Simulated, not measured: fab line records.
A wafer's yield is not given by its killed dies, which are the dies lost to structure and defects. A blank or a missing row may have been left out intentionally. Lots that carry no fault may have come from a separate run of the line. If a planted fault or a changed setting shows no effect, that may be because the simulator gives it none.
fab line records -- flow nand_harc
record: lots: 13, wafers: 39, last_day: 34
route steps=1302 shown P_GATE@142
lots that met no fault: from a run of the same line without faults
start_h: hours from the record's opening day to when the first of the lot's shown wafers began -- wait_h: time in hours since the lot's previous step -- " as in the row above -- L1.1+2: several wafers, shown together as one row -- - no value, or no start given -- * or withheld: withheld -- < > ~ a bound
route shown NAME@n: names a module that has steps shown in the file, with the first one's number in the route -- usual: average and standard deviation across the fault-free wafers -- same: alike in all rows -- chamber/n: place in a boat -- sites: per-site readings -- _std_site: standard deviation of those values -- _edge_site: mean of outer sites minus mean of inner sites -- radius_mm: for every site, how far away it sits from the centre of the wafer -- mask NAME#n: copy n -- behind: the last tool/chamber to shape the wafer -- hold: reason for holding the lot/hours on hold/outcome of the hold -- device: which transistor (n, p or np) failed to switch -- end of line: the route-end tests of the same wafers -- a step with no rows: only its recipe -- killed: at the first sort, the dies lost to defects and structure; wafer yield is something else -- map: a wafer's dies, x killed, . not, _ none there
set.NAME: the setting as run; set.NAME@STEP: as run at that earlier step -- model.NAME: the simulator's own value behind a step, which no gauge read
the route's steps for a sample of lots (tables are steps, rows are wafers)
services: the hour from which a tool's chamber was out of use, counted from the record's first day as start_h (under 0 if before that day), plus the number of hours and why
== steps ==
step: NHARC_P_GATE_OVL_MEAS_27
usual: overlay_x_nm: 0.1/0.8, overlay_y_nm: 0.1/0.83
lot.wafer,tool,chamber,start_h,wait_h,overlay_x_nm,overlay_y_nm
L158.1,overlay-02,-,101.43,-,2.0,-0.1
L158.2,overlay-02,-,101.43,-,2.1,-0.2
L158.4,overlay-02,-,101.43,-,1.3,-0.3
L159.4,overlay-01,-,106.96,-,1.3,-0.3
L159.5,overlay-01,-,106.96,-,1.1,-0.6
L159.6,overlay-01,-,106.96,-,0.7,-0.8
L163.2,overlay-02,-,143.56,-,1.1,-0.8
L163.4,overlay-02,-,143.56,-,1.1,-0.5
L163.6,overlay-02,-,143.56,-,1.0,-0.3
L162.3,overlay-01,-,143.71,-,-0.7,0.4
L162.5,overlay-01,-,143.71,-,-0.3,0.4
L162.6,overlay-01,-,143.71,-,-0.2,0.3
L164.4,overlay-02,-,165.09,-,-0.6,-0.2
L164.5,overlay-02,-,165.09,-,-0.6,0.0
L164.6,overlay-02,-,165.09,-,-0.9,-0.1
L165.1,overlay-01,-,172.36,-,-0.4,0.4
L165.2,overlay-01,-,172.36,-,-0.7,0.6
L165.4,overlay-01,-,172.36,-,-0.6,0.8
L167.3,overlay-01,-,186.23,-,1.8,0.0
L167.4,overlay-01,-,186.23,-,1.6,0.6
L167.5,overlay-01,-,186.23,-,1.4,0.2
L174.3,overlay-02,-,255.82,-,0.0,-0.5
L174.5,overlay-02,-,255.82,-,-0.1,-0.2
L174.6,overlay-02,-,255.82,-,-0.3,-0.6
L177.4,overlay-02,-,283.99,-,0.3,0.6
L177.5,overlay-02,-,283.99,-,0.2,-0.2
L177.6,overlay-02,-,283.99,-,0.5,0.6
L178.3,overlay-02,-,295.85,-,0.1,-1.7
L178.5,overlay-02,-,295.85,-,0.0,-0.5
L178.6,overlay-02,-,295.85,-,-0.3,-1.5
L179.1,overlay-02,-,309.86,-,-0.8,-1.3
L179.2,overlay-02,-,309.86,-,-1.3,-0.8
L179.6,overlay-02,-,309.86,-,-0.7,-0.6
L180.1,overlay-02,-,310.18,-,1.0,0.7
L180.2,overlay-02,-,310.18,-,1.7,0.7
L180.6,overlay-02,-,310.18,-,1.3,0.6
L181.3,overlay-02,-,323.89,-,-0.1,0.7
L181.4,overlay-02,-,323.89,-,0.1,0.7
L181.5,overlay-02,-,323.89,-,-0.5,0.6
step: NHARC_P_GATE_INSPECT_28
usual: raw_defect_count: 6.0/2.7
lot.wafer,tool,chamber,start_h,wait_h,raw_defect_count
L158.1,defect_inspect-02,-,101.46,0.0,5
L158.2,defect_inspect-02,-,101.46,0.0,3
L158.4,defect_inspect-02,-,101.46,0.0,11
L159.4,defect_inspect-01,-,107.00,0.0,6
L159.5,defect_inspect-01,-,107.00,0.0,3
L159.6,defect_inspect-01,-,107.00,0.0,3
L163.2,defect_inspect-01,-,143.60,0.0,13
L163.4,defect_inspect-01,-,143.60,0.0,10
L163.6,defect_inspect-01,-,143.60,0.0,6
L162.3,defect_inspect-01,-,143.75,0.0,4
L162.5,defect_inspect-01,-,143.75,0.0,4
L162.6,defect_inspect-01,-,143.75,0.0,4
L164.4,defect_inspect-01,-,165.13,0.0,4
L164.5,defect_inspect-01,-,165.13,0.0,5
L164.6,defect_inspect-01,-,165.13,0.0,6
L165.1,defect_inspect-02,-,172.40,0.0,10
L165.2,defect_inspect-02,-,172.40,0.0,5
L165.4,defect_inspect-02,-,172.40,0.0,6
L167.3,defect_inspect-01,-,186.27,0.0,7
L167.4,defect_inspect-01,-,186.27,0.0,6
L167.5,defect_inspect-01,-,186.27,0.0,1
L174.3,defect_inspect-02,-,255.85,0.0,3
L174.5,defect_inspect-02,-,255.85,0.0,4
L174.6,defect_inspect-02,-,255.85,0.0,7
L177.4,defect_inspect-02,-,284.03,0.0,2
L177.5,defect_inspect-02,-,284.03,0.0,6
L177.6,defect_inspect-02,-,284.03,0.0,4
L178.3,defect_inspect-01,-,295.89,0.0,9
L178.5,defect_inspect-01,-,295.89,0.0,5
L178.6,defect_inspect-01,-,295.89,0.0,6
L179.1,defect_inspect-02,-,309.89,0.0,6
L179.2,defect_inspect-02,-,309.89,0.0,6
L179.6,defect_inspect-02,-,309.89,0.0,8
L180.1,defect_inspect-02,-,310.22,0.0,5
L180.2,defect_inspect-02,-,310.22,0.0,5
L180.6,defect_inspect-02,-,310.22,0.0,7
L181.3,defect_inspect-02,-,323.92,0.0,3
L181.4,defect_inspect-02,-,323.92,0.0,9
L181.5,defect_inspect-02,-,323.92,0.0,7
step: NHARC_P_GATE_ETCH_32
recipe: target_depth_a: 1500, over_etch_frac: 1, over_etch_ion_energy_ev: 40, time_s: 100.1, hbr_flow_sccm: 150, cl2_flow_sccm: 50, rf_w: 400, icp_w: 400, bias_w: 100, chemistry: HBr/Cl2
usual: drypump_motor_current_A: 5.9/0.44, oes_product_au: 0.997/0.0091, throttle_valve_pct: 26.406/0.0087
lot.wafer,tool,chamber,start_h,wait_h,drypump_motor_current_A,oes_product_au,rf_hours_counter_h,throttle_valve_pct
L158.4,rie_si-01,3,101.99,-,6.4,0.995,0.4,26.411
L158.2,rie_si-01,0,101.99,-,6.7,1.011,0.5,26.403
L158.1,rie_si-01,1,101.99,-,5.7,1.006,0.4,26.427
L159.4,rie_si-03,3,107.53,-,5.7,1.003,0.4,26.403
L159.6,rie_si-03,2,107.53,-,5.6,0.996,-,26.402
L159.5,rie_si-03,3,107.53,-,5.6,1.013,-,26.400
L163.2,rie_si-01,3,144.22,-,6.4,1.002,0.8,26.395
L163.4,rie_si-01,0,144.22,-,6.7,1.010,0.8,26.396
L163.6,rie_si-01,2,144.22,-,6.3,1.001,-,26.398
L162.3,rie_si-02,0,144.29,-,6.3,1.000,0.2,26.402
L162.6,rie_si-02,3,144.29,-,5.9,0.997,-,26.399
L162.5,rie_si-02,0,144.29,-,6.3,0.995,-,26.387
L164.4,rie_si-03,1,165.69,-,5.9,1.009,0.8,26.404
L164.6,rie_si-03,2,165.69,-,5.6,1.003,-,26.399
L164.5,rie_si-03,3,165.69,-,5.6,0.992,-,26.402
L165.4,rie_si-02,1,172.92,-,5.5,0.997,0.4,26.415
L165.2,rie_si-02,3,172.92,-,5.9,0.984,0.3,26.411
L165.1,rie_si-02,0,172.92,-,6.3,0.981,0.4,26.418
L167.3,rie_si-03,1,186.88,-,5.9,1.020,1.0,26.425
L167.4,rie_si-03,3,186.88,-,5.6,0.999,0.9,26.417
L167.5,rie_si-03,0,186.88,-,6.4,0.986,-,26.414
L174.3,rie_si-02,3,256.39,-,5.9,0.999,0.9,26.411
L174.5,rie_si-02,2,256.39,-,4.9,0.997,-,26.403
L174.6,rie_si-02,3,256.39,-,5.9,1.008,-,26.405
L177.4,rie_si-03,0,284.58,-,6.4,0.999,0.5,26.405
L177.5,rie_si-03,2,284.58,-,5.6,0.999,-,26.401
L177.6,rie_si-03,3,284.58,-,5.7,0.999,-,26.394
L178.3,rie_si-03,1,296.45,-,5.9,1.008,0.5,26.405
L178.5,rie_si-03,2,296.45,-,5.6,0.998,-,26.397
L178.6,rie_si-03,3,296.45,-,5.7,1.005,-,26.402
L179.1,rie_si-03,0,310.42,-,6.4,0.992,0.7,26.397
L179.2,rie_si-03,1,310.42,-,5.9,0.999,0.6,26.429
L179.6,rie_si-03,1,310.42,-,5.9,0.991,-,26.387
L180.2,rie_si-01,1,310.77,-,5.8,1.005,0.6,26.393
L180.1,rie_si-01,2,310.77,-,6.3,0.994,0.4,26.411
L180.6,rie_si-01,3,310.77,-,6.4,0.993,-,26.389
L181.3,rie_si-02,1,324.52,-,5.5,0.993,0.1,26.408
L181.4,rie_si-02,2,324.52,-,4.9,0.995,0.2,26.401
L181.5,rie_si-02,0,324.52,-,6.3,0.987,-,26.409
step: NHARC_P_GATE_EXPOSE_43
recipe: na: 0.6, target_cd_nm: 720, dose_mj: 14.81, mask_id: P_NSD
lot.wafer,tool,chamber,start_h,wait_h,mask
L158.1+2+4,krf_scanner-03,0,113.12,-,P_NSD#0
L159.4+5+6,krf_scanner-03,0,118.52,-,P_NSD#0
L163.2+4+6,krf_scanner-01,0,155.33,-,P_NSD#0
L162.3+5+6,krf_scanner-02,0,155.51,-,P_NSD#0
L164.4+5+6,krf_scanner-03,0,176.85,-,P_NSD#0
L165.1+2+4,krf_scanner-01,0,184.07,-,P_NSD#0
L167.3+4+5,krf_scanner-01,0,198.05,-,P_HVPW#0
L174.3+5+6,krf_scanner-01,0,267.54,-,P_NSD#0
L177.4+5+6,krf_scanner-01,0,295.61,-,P_NSD#0
L178.3+5+6,krf_scanner-01,0,307.49,-,P_NSD#0
L180.1+2+6,krf_scanner-02,0,321.91,-,P_NSD#0
L179.1+2+6,krf_scanner-01,0,323.72,-,P_NSD#0
L181.3+4+5,krf_scanner-02,0,335.71,-,P_NSD#0
step: NHARC_P_GATE_CD_MEAS_46
recipe: target_cd_nm: 720, landing_energy_ev: 500
usual: cd_nm: 720.5/1.8
same: landing_energy_ev: 500
lot.wafer,tool,chamber,start_h,wait_h,cd_nm
L158.1,cd_sem-02,0,113.28,-,719.5
L158.2,cd_sem-02,0,113.28,-,720.0
L158.4,cd_sem-02,0,113.28,-,722.0
L159.4,cd_sem-03,0,118.66,-,723.2
L159.5,cd_sem-03,0,118.66,-,718.2
L159.6,cd_sem-03,0,118.66,-,721.5
L163.2,cd_sem-03,0,155.48,-,719.2
L163.4,cd_sem-03,0,155.48,-,720.7
L163.6,cd_sem-03,0,155.48,-,720.3
L162.3,cd_sem-03,0,155.66,-,720.4
L162.5,cd_sem-03,0,155.66,-,718.2
L162.6,cd_sem-03,0,155.66,-,719.6
L164.4,cd_sem-03,0,177.01,-,720.9
L164.5,cd_sem-03,0,177.01,-,720.6
L164.6,cd_sem-03,0,177.01,-,720.2
L165.1,cd_sem-02,0,184.22,-,720.2
L165.2,cd_sem-02,0,184.22,-,720.7
L165.4,cd_sem-02,0,184.22,-,721.2
L167.3,cd_sem-02,0,198.20,-,-
L167.4,cd_sem-02,0,198.20,-,-
L167.5,cd_sem-02,0,198.20,-,-
L174.3,cd_sem-02,0,267.68,-,719.4
L174.5,cd_sem-02,0,267.68,-,721.8
L174.6,cd_sem-02,0,267.68,-,720.9
L177.4,cd_sem-03,0,295.76,-,720.5
L177.5,cd_sem-03,0,295.76,-,723.0
L177.6,cd_sem-03,0,295.76,-,722.9
L178.3,cd_sem-03,0,307.64,-,720.2
L178.5,cd_sem-03,0,307.64,-,720.4
L178.6,cd_sem-03,0,307.64,-,720.9
L180.1,cd_sem-03,0,322.06,-,719.8
L180.2,cd_sem-03,0,322.06,-,719.5
L180.6,cd_sem-03,0,322.06,-,720.4
L179.1,cd_sem-03,0,323.88,-,720.2
L179.2,cd_sem-03,0,323.88,-,717.6
L179.6,cd_sem-03,0,323.88,-,718.7
L181.3,cd_sem-02,0,335.86,-,717.2
L181.4,cd_sem-02,0,335.86,-,717.8
L181.5,cd_sem-02,0,335.86,-,720.4
== services ==
tool,chamber,start_h,hours,kind
krf_scanner-02,-,94.00,4.0,pm
rie_si-02,-,100.00,9.0,pm
rie_si-01,3,135.66,2.9,repair
krf_scanner-01,-,140.00,4.0,pm
krf_scanner-01,-,159.92,0.6,repair
rie_si-01,0,164.40,21.0,repair
rie_si-03,2,166.13,8.6,repair
rie_si-01,-,193.00,9.0,pm
krf_scanner-01,-,204.99,0.1,repair
rie_si-03,-,221.00,9.0,pm
rie_si-03,0,221.00,9.0,vent_cycle
rie_si-03,1,221.00,9.0,vent_cycle
rie_si-03,2,221.00,9.0,vent_cycle
krf_scanner-03,-,224.00,4.0,pm
krf_scanner-01,-,239.54,2.6,repair
rie_si-01,2,246.93,18.2,repair
rie_si-03,1,251.30,7.6,repair
krf_scanner-02,-,266.00,4.0,pm
rie_si-02,-,277.00,9.0,pm
rie_si-01,-,278.11,14.3,repair
krf_scanner-02,-,293.27,4.0,repair
krf_scanner-03,-,300.98,15.4,repair
krf_scanner-01,-,312.00,4.0,pm
rie_si-01,-,316.37,0.2,repair
== key ==
first_sign: step: NHARC_P_GATE_EXPOSE_43, reading: mask, direction: changed
effect: step: NHARC_P_GATE_CD_MEAS_46, reading: cd_nm, direction: missing
met_at NHARC_P_GATE_EXPOSE_43
struck_lots L167
later_rows_left_out L167.3,L167.4,L167.5
sort_left_out L167.3,L167.4,L167.5
tester_left_out L167
not_acting_at NHARC_P_GATE_OVL_MEAS_27,NHARC_P_GATE_INSPECT_28,NHARC_P_GATE_ETCH_32
onset_between 184.07 198.05
fault: kind: wrong_mask, tool: any, chamber: -, onset_h: 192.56, steps: NHARC_P_GATE_EXPOSE_43, aux_copy: P_HVPW#0, scope: struck_lots_only
tester_left_out: of these lots the tester's yield and bins aren't shown, on N5 and GAA mostly nor the transistor test; their killed dies are dies lost to structure and defects alone, not to doping, threshold or leakage, so they don't give the yield
sort_left_out: the simulated sort isn't trusted on such a fault, so these wafers' sort isn't shown, and their yield isn't known
later_rows_left_out: the simulator's readings of these wafers behind a module that went badly wrong aren't trusted and aren't shown, but for the sort
